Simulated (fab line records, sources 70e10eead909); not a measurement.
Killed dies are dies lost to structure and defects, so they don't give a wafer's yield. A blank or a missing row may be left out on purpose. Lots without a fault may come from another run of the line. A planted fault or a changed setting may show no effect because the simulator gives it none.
fab line records | flow nand_harc
record lots=6 wafers=18 last_day=23
route steps=1159 shown A_BONDPAD@1064 END@1159
lots that met no fault: from a run of the same line without faults
start_h: hours from the record's first day to the start of the lot's first wafer shown | wait_h: hours since the lot's step before | " the same as in the row above | L1.1+2: a row that stands for several wafers | - no value, or no start given | * or withheld: withheld | < > ~ a bound
route shown NAME@n: a module of which the file shows steps, and the number in the route of the first | usual: mean/standard deviation of fault-free wafers | same: alike in all rows | chamber/n: place in a boat | sites: the reading at each site | _std_site: their standard deviation | _edge_site: outer sites' mean less inner sites' | radius_mm: how far each site lies from the wafer's centre | mask NAME#n: copy n | behind: the tool/chamber that last shaped the wafer | hold: why the lot was held/for how many hours/how that ended | device: the transistor (n, p or np) that didn't switch | end of line: the same wafers' tests at the end of the route | a step without rows: its recipe alone | killed: dies lost to structure and defects at the first sort, not the wafer's yield | map: a wafer's dies, x killed, . not, _ none there
set.NAME: the setting as run; set.NAME@STEP: as run at that earlier step | model.NAME: the simulator's own value behind a step, which no gauge read
lots at some steps of the route; a table a step, a row a wafer
services: from which hour (start_h, from the record's first day; less than 0 if before it) a tool's chamber was out of use, for how many hours, and why
## steps
# step NHARC_A_BONDPAD_HMDS_02
# recipe time_s=30
# step NHARC_A_BONDPAD_COAT_33
# recipe temp_c=200 time_s=65
# step NHARC_A_BONDPAD_COAT_03
# recipe spin_rpm=2000 resist_thk_nm=600
# step NHARC_A_BONDPAD_SOFTBAKE_04
# recipe temp_c=125 time_s=70
# step NHARC_A_BONDPAD_EBR_05
# step NHARC_A_BONDPAD_EXPOSE_06
# recipe na=0.55 dose_mj=36.99 mask_id=A_BPAD
# step NHARC_A_BONDPAD_PEB_07
# recipe peb_temp_c=128 peb_time_s=80
# step NHARC_A_BONDPAD_DEVELOP_08
# recipe time_s=50 dev_temp_c=22
# step NHARC_A_BONDPAD_CD_MEAS_09
# recipe target_cd_nm=500 landing_energy_ev=500
# usual cd_nm=500.7/2.5
# columns lot.wafer tool chamber start_h wait_h cd_nm
L826.1 cd_sem-02 0 429.74 - 503.0
L826.4 " 0 " " 499.1
L826.6 " 0 " " 504.4
L830.1 cd_sem-03 0 451.60 - 503.9
L830.4 " 0 " " 500.0
L830.6 " 0 " " 501.6
L836.1 cd_sem-02 0 475.13 - 504.2
L836.5 " 0 " " 498.3
L836.6 " 0 " " 501.9
L835.1 cd_sem-03 0 483.33 - 498.4
L835.2 " 0 " " 503.4
L835.6 " 0 " " 501.4
L840.1 cd_sem-02 0 513.97 - 504.5
L840.5 " 0 " " 501.6
L840.6 " 0 " " 501.1
L841.3 cd_sem-02 0 523.37 - 504.4
L841.5 " 0 " " 504.0
L841.6 " 0 " " 497.0
# step NHARC_A_BONDPAD_OVL_MEAS_35
# usual overlay_x_nm=0/5.8 overlay_y_nm=2/6.4
# columns lot.wafer tool chamber start_h wait_h overlay_x_nm overlay_y_nm
L826.1 overlay-01 - 429.83 - -1 7
L826.4 " - " " -1 6
L826.6 " - " " -1 5
L830.1 overlay-01 - 451.69 - -10 -2
L830.4 " - " " -10 -2
L830.6 " - " " -10 -1
L836.1 overlay-01 - 475.23 - 5 2
L836.5 " - " " 5 1
L836.6 " - " " 5 1
L835.1 overlay-01 - 483.41 - 1 -4
L835.2 " - " " 2 -3
L835.6 " - " " 2 -3
L840.1 overlay-01 - 514.06 - -2 12
L840.5 " - " " -3 12
L840.6 " - " " -2 12
L841.3 overlay-01 - 523.46 - -1 8
L841.5 " - " " 0 8
L841.6 " - " " 0 8
# step NHARC_A_BONDPAD_HARDBAKE_10
# recipe temp_c=118 time_s=65
# step NHARC_A_BONDPAD_DESCUM_11
# recipe time_s=3 o2_flow_sccm=200 ar_flow_sccm=0 bias_power_w=0 chemistry=O2
# usual chamber_pressure_mTorr=60.00/0.055 drypump_motor_current_A=5.7/0.48 o2_flow_sccm=200.0/0.58 oes_product_au=1.003/0.012 rf_vpp_V=57.8/1 showerhead_plenum_p_Torr=1.89/0.086 throttle_valve_pct=11.311/0.0089
# columns lot.wafer tool chamber start_h wait_h chamber_pressure_mTorr drypump_motor_current_A o2_flow_sccm oes_product_au rf_hours_counter_h rf_vpp_V showerhead_plenum_p_Torr throttle_valve_pct
L826.4 rie_diel-09 0 429.96 - 59.96 6.5 199.9 0.998 6 58.9 1.90 11.323
L826.1 " 1 " " 59.95 6.3 200.3 1.006 6 57.9 1.95 11.318
L826.6 " 3 " " 60.00 5.2 199.1 1.032 - 57.4 1.87 11.305
L830.1 rie_diel-09 0 451.82 - 60.07 6.5 200.0 1.008 0 57.0 1.90 11.301
L830.4 " 2 " " 60.12 5.5 201.0 1.004 0 58.9 2.06 11.318
L830.6 " 3 " " 59.95 5.3 199.1 1.014 - 56.8 1.87 11.310
L836.1 rie_diel-11 2 475.36 - 59.95 5.2 200.2 1.001 20 59.3 1.87 11.318
L836.5 " 1 " " 59.99 5.8 200.2 0.997 - 58.5 1.85 11.314
L836.6 " 2 " " 60.00 5.2 199.3 1.014 - 57.8 1.87 11.302
L835.2 rie_diel-09 3 483.54 - 60.10 5.2 201.0 1.027 1 58.3 1.87 11.318
L835.1 " 1 " " 60.03 6.3 200.2 0.973 1 58.6 1.95 11.308
L835.6 " 0 " " 60.04 6.5 199.4 0.992 - 58.3 1.90 11.307
L840.1 rie_diel-09 0 514.19 - 60.01 6.5 199.1 1.008 2 58.0 1.90 11.314
L840.6 " 3 " " 60.07 5.3 200.4 1.022 - 57.8 1.87 11.312
L840.5 " 0 " " 59.99 6.5 200.3 1.002 - 57.8 1.90 11.290
L841.3 rie_diel-09 2 523.58 - 59.97 5.5 200.7 0.998 3 58.3 2.06 11.298
L841.5 " 2 " " 59.98 5.4 200.3 1.001 - 58.5 2.06 11.313
L841.6 " 3 " " 59.98 5.2 199.6 1.016 - 58.4 1.87 11.307
# step NHARC_A_BONDPAD_ETCH_34
# recipe target_depth_a=600 overetch_a=180 time_s=65.91 ion_energy_ev=200 n2_flow_sccm=150 h2_flow_sccm=150 ar_flow_sccm=0 rf_w=400 bias_w=150 chemistry=N2/H2
# usual chamber_pressure_mTorr=29.999/0.029 drypump_motor_current_A=5.7/0.49 oes_product_au=1.002/0.012 rf_vpp_V=429.9/2.7 run_length_s=87.1/0.51 showerhead_plenum_p_Torr=2.02/0.092 throttle_valve_pct=14.171/0.0087
# columns lot.wafer tool chamber start_h wait_h chamber_pressure_mTorr drypump_motor_current_A oes_product_au rf_hours_counter_h rf_vpp_V run_length_s showerhead_plenum_p_Torr throttle_valve_pct
L826.1 rie_diel-09 3 430.04 0.1 30.004 5.3 1.013 6 429.3 87.6 1.99 14.170
L826.4 " 2 " " 30.008 5.4 0.992 6 434.4 87.4 2.20 14.176
L826.6 " 3 " " 30.016 5.2 1.024 - 428.1 87.7 1.99 14.165
L830.1 rie_diel-09 3 451.90 0.1 29.993 5.2 1.027 0 429.1 86.9 1.99 14.168
L830.4 " 1 " " 30.027 6.3 0.983 0 432.7 87.4 2.07 14.173
L830.6 " 0 " " 29.983 6.6 0.994 - 429.2 87.1 2.03 14.183
L836.1 rie_diel-11 2 475.45 0.1 30.013 5.2 1.006 20 430.0 86.2 2.00 14.169
L836.5 " 2 " " 30.036 5.2 1.005 - 428.3 86.5 2.00 14.162
L836.6 " 1 " " 30.028 5.8 0.995 - 428.6 86.9 1.97 14.169
L835.1 rie_diel-09 0 483.63 0.1 29.983 6.5 0.989 1 430.4 87.1 2.02 14.165
L835.2 " 3 " " 30.058 5.2 1.024 1 428.6 87.4 1.99 14.164
L835.6 " 1 " " 29.971 6.3 0.986 - 431.4 87.4 2.07 14.180
L840.1 rie_diel-09 0 514.28 0.1 30.000 6.5 0.985 2 427.6 63.2 2.02 14.184
L840.5 " 2 " " 29.986 5.4 0.994 - 435.9 87.4 2.20 14.175
L840.6 " 3 " " 30.024 5.2 1.019 - 428.3 86.8 1.99 14.171
L841.3 rie_diel-09 0 523.68 0.1 30.026 6.5 1.002 2 429.2 63.3 2.02 14.169
L841.6 " 2 " " 30.023 5.5 1.016 - 434.4 87.5 2.20 14.180
L841.5 " 3 " " 30.000 5.2 1.012 - 429.1 86.9 1.99 14.184
# step NHARC_A_BONDPAD_ETCH_12
# recipe target_depth_a=2200 time_s=110 chf3_flow_sccm=50 o2_flow_sccm=10 ar_flow_sccm=200 rf_w=500 bias_w=200 chemistry=CHF3/O2
# usual chamber_pressure_mTorr=25.003/0.024 drypump_motor_current_A=5.7/0.48 o2_flow_sccm=9.997/0.027 oes_product_au=0.943/0.023 rf_vpp_V=370.2/2.3 run_length_s=131.2/0.52 showerhead_plenum_p_Torr=2.38/0.1 throttle_valve_pct=20.572/0.0089
# columns lot.wafer tool chamber start_h wait_h chamber_pressure_mTorr drypump_motor_current_A o2_flow_sccm oes_product_au rf_hours_counter_h rf_vpp_V run_length_s showerhead_plenum_p_Torr throttle_valve_pct
L826.4 rie_diel-09 1 - - 25.001 6.3 9.979 0.920 6 371.2 131.1 2.44 20.577
L826.1 " 3 " " 25.006 5.2 9.995 0.942 7 370.5 131.7 2.35 20.579
L826.6 " 1 " " 25.002 6.3 10.030 0.925 - 372.8 131.7 2.44 20.576
L830.1 rie_diel-09 2 - - 25.008 5.5 9.987 0.967 0 375.3 131.5 2.58 20.573
L830.4 " 3 " " 25.004 5.2 10.016 0.980 0 371.0 131.5 2.35 20.584
L830.6 " 3 " " 25.010 5.2 9.930 0.971 - 368.5 131.6 2.35 20.557
L836.1 rie_diel-11 1 - - 24.957 5.8 9.976 0.911 19 368.4 130.5 2.33 20.559
L836.5 " 1 " " 25.011 5.8 9.948 0.923 - 368.4 130.2 2.33 20.561
L836.6 " 2 " " 24.986 5.2 10.023 0.936 - 369.2 130.5 2.36 20.559
L835.2 rie_diel-09 0 - - 24.985 6.5 9.982 0.969 1 371.1 131.1 2.39 20.584
L835.1 " 2 " " 24.995 5.4 10.067 0.979 1 375.1 131.6 2.58 20.560
L835.6 " 0 " " 24.997 6.5 9.976 0.960 - 370.4 131.6 2.39 20.564
L840.1 rie_diel-09 1 - - 24.964 6.3 9.956 0.915 2 371.4 131.5 2.44 20.561
L840.6 " 1 " " 24.993 6.3 9.995 0.914 - 370.2 131.4 2.44 20.589
L840.5 " 2 " " 25.004 5.5 9.966 0.924 - 373.9 131.8 2.58 20.582
L841.3 rie_diel-09 2 - - 24.988 5.5 9.975 0.941 3 375.1 131.5 2.58 20.564
L841.6 " 2 " " 25.046 5.5 9.955 0.939 - 374.5 131.7 2.58 20.584
L841.5 " 3 " " 24.994 5.3 10.007 0.943 - 369.1 130.9 2.35 20.579
# step NHARC_END_SORT_01
# recipe temp_c=25
# usual defect_limited_yield=96.0/1.3 killed_at_array=24/8.4 killed_at_other=0.7/1.1 killed_at_periphery=2.9/1.7 killed_dies=27/8.6 killed_open=3.3/1.8 killed_short=1.8/1.4 sort_bin_2_pct=1.3/0.56 sort_bin_3_pct=0.19/0.18 sort_bin_4_pct=2.6/0.84 sort_n_pass=650/8.6 sort_rim_yield_pct=96.1/2.3 sort_yield_pct=96.0/1.3
# same gross_dies=677 sort_bin_5_pct[%]=0 sort_bin_6_pct[%]=0 sort_bin_7_pct[%]=0 sort_bin_8_pct[%]=0 sort_rim_n_gross=106.00
# columns lot.wafer tool chamber start_h wait_h defect_limited_yield[%] killed_at_array killed_at_other killed_at_periphery killed_dies killed_open killed_short sort_bin_2_pct[%] sort_bin_3_pct[%] sort_bin_4_pct[%] sort_n_pass sort_rim_yield_pct[%] sort_yield_pct[%]
L840.1 prober-02 0 557.18 2.5 4.6 644 1 1 646 0 1 92.9 0 2.5 31 12.3 4.6
L841.3 prober-01 0 558.74 3.1 4.7 637 0 8 645 4 1 91.1 0.30 3.8 32 10.4 4.7
# killed by level:class
L840.1 A_BONDPAD:area_etch=619 A_CHANNEL_HOLE_D1:chamber_film_flake=16 A_STAIRCASE:chamber_film_flake=3 A_CONTACT:chamber_film_flake=3 A_WL_FILL:geometric_particle:short=1 P_ZERO_WELL:chamber_film_flake=1 A_ZERO_WELL:chamber_film_flake=1 A_SLIT:chamber_film_flake=1
L841.3 A_BONDPAD:area_etch=609 A_CHANNEL_HOLE_D1:chamber_film_flake=20 P_CONTACT:geometric_particle:open=3 P_M0:chamber_film_flake=3 A_STAIRCASE:chamber_film_flake=3 A_CONTACT:chamber_film_flake=2 P_CONTACT:geometric_particle:short=1 A_CHANNEL_FILL_D1:geometric_particle:open=1
# map L840.1 (x killed, . not)
____________x____________
_________xxx.xxx_________
_______xxxxxxxxx.x_______
______xxxxxxxxxxxxx______
_____xxxxxxxxxxxxxxx_____
____xxxxxxxxxxxxxxxxx____
____xxxxxxxxxxxxxxxxx____
___xxxxxxxxxxxxxxxxxxx___
___x.xxxxxxxxxxxxxxxxx___
__xxxxxxxxxxxxxxxxxxxxx__
__.xxxxxxxxxxxxxxxxxxxx__
_xxxxxxxxx.xxxxxxxxxxxxx_
_xxxxxxxxxxxxxxxxxxxxxxx_
_xxxxxxxxxxxxxxxxxxxxxxx_
_xxxx.xxxxxxxxxxxxxxxxxx_
_xxxxxxxxxxxxxxxxxxxxxxx_
xxxxxxxxxxxxxxxxxxxxxxxxx
x.xxxxxxxxxxxxxxxxxxxxxxx
.xxxxxxxxxxxxxxxxxxxxxxxx
xxxxxxxxxxxxxxxxxxxxxxxxx
x..x.xxxxxxxxxxxxxxxxxxxx
_.xxxxxxxxxxxxxxxxxxxxxx_
_.xxxxxxxxxxxxxxxxxxxxxx_
_.xxxxxxxxxxxxxxxxxxxxxx_
_.x.xxxxxxxxxxxxxxxxx..x_
_.xxxxxxxxxxxxxxxxxxxxxx_
__xxxxxxxxxxxxxxxxxxxxx__
__xxxxxxxxxxxxxxxxxxxxx__
___xxxxxxxxx.xxxxxxxxx___
___xxx.xxxxxxxxxxxxxxx___
____x.xxxxxxxxxxxxx.x____
____xxxxxxxxxxxxxxxxx____
_____xxxxxxxxxxxxxxx_____
______xxx.xxxxx..xx______
_______x.xxxx.xx.._______
_________xx.xxxx_________
____________x____________
# map L841.3 (x killed, . not)
____________x____________
_________xxxxxxx_________
_______xxxxxxxxxxx_______
______xxxxxxxxxxxxx______
_____x.xxxx.xxxxxxxx_____
____xxxxxxxxxxxxxx.xx____
____xxxxxxxxxxxxxxxxx____
___xxxxxxxxxxxxxxxxxxx___
___xxxxxxxxxxxxxxxxxxx___
__xxxxxxxxxxxxxxxxxxxxx__
__xxxxxxxxxxxxxxxxxxxxx__
_.xxxxxxxxxxxxxxxxx.xxxx_
_xxxxxxxxxxxxxxxxxxxxxxx_
_xxxxxxxxxxxxxxxxxxxxxxx_
_.x.xxxxxxxxxxxxxxxxxxxx_
_xxxxxxx.xxxxxxxxxxxxxxx_
..xxxxx.xxxxxxxxxxxxxxxxx
xxxxxxxxxxxxxx.xxxxxxxxxx
xxxxxxxxxxxxxxxxxxxxxxxxx
xxxxxx..x.xxxxxxxxxxxxxxx
xxxxxxxxxxxxxxxxxxxxxxxxx
_xxxxxxxxxxxxxxxxxxxxxxx_
_xxxxxxxxxxxxxxxxxxxxxxx_
_xxxxxxxxxxxxxxxxxxxxxxx_
_xxxxxxxxxxxxxxxxxxxxxxx_
_x.xxxx.xxxxxxxxxxxxxxxx_
__xxxx.xxxxxxxxxxxxxxxx__
__xxxxxx.xxx.xxxxxxxxxx__
___xxxxx.xxxxxxxxxxxxx___
___..x.xxxxxxxxxxxxxxx___
____xxxxxxxx.xxxxx.xx____
____xxxxxxxxxxxxxxxxx____
_____xxxxxxxxxxxxxxx_____
______xxxx.xxxxxxxx______
_______.xxxxxxxxx._______
_________xxxxx.._________
____________.____________
## services
# columns tool chamber start_h hours kind
rie_diel-09 0 410.14 - clean
rie_diel-09 1 410.14 - clean
rie_diel-09 2 410.14 - clean
rie_diel-09 3 410.14 - clean
rie_diel-09 - 431.17 9.0 pm
rie_diel-09 0 431.17 9.0 vent_cycle
rie_diel-09 1 431.17 9.0 vent_cycle
rie_diel-09 2 431.17 9.0 vent_cycle
rie_diel-09 3 431.17 9.0 vent_cycle
rie_diel-09 0 440.17 - clean
rie_diel-09 1 440.17 - clean
rie_diel-09 2 440.17 - clean
rie_diel-09 3 440.17 - clean
rie_diel-09 0 464.67 - clean
rie_diel-09 1 464.67 - clean
rie_diel-09 2 464.67 - clean
rie_diel-09 3 464.67 - clean
rie_diel-11 0 469.31 12.6 repair
rie_diel-09 0 489.17 - clean
rie_diel-09 1 489.17 - clean
rie_diel-09 2 489.17 - clean
rie_diel-09 3 489.17 - clean
rie_diel-09 0 513.67 - clean
rie_diel-09 1 513.67 - clean
## key
first_sign step=NHARC_A_BONDPAD_ETCH_34 reading=run_length_s direction=down sigmas=47 usual=* struck=*
effect step=NHARC_END_SORT_01 reading=sort_bin_2_pct direction=up sigmas=99+ usual=1.3 struck=92.0
more_kills_born_at NHARC_A_BONDPAD_ETCH_34@rie_diel-09=1228
met_at NHARC_A_BONDPAD_ETCH_34
struck_wafers L840.1,L841.3
later_rows_left_out L840.1,L841.3
onset_between 483.63 514.28
fault kind=process_parameter_drift tool=rie_diel-09 chamber=0 onset_h=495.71 steps=NHARC_A_BONDPAD_ETCH_34 channel=time_s offset=* shape=step end_h=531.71 acts_in=* stated=*
# later_rows_left_out: the simulator's readings of these wafers behind a module that went badly wrong aren't trusted and aren't shown, but for the sort
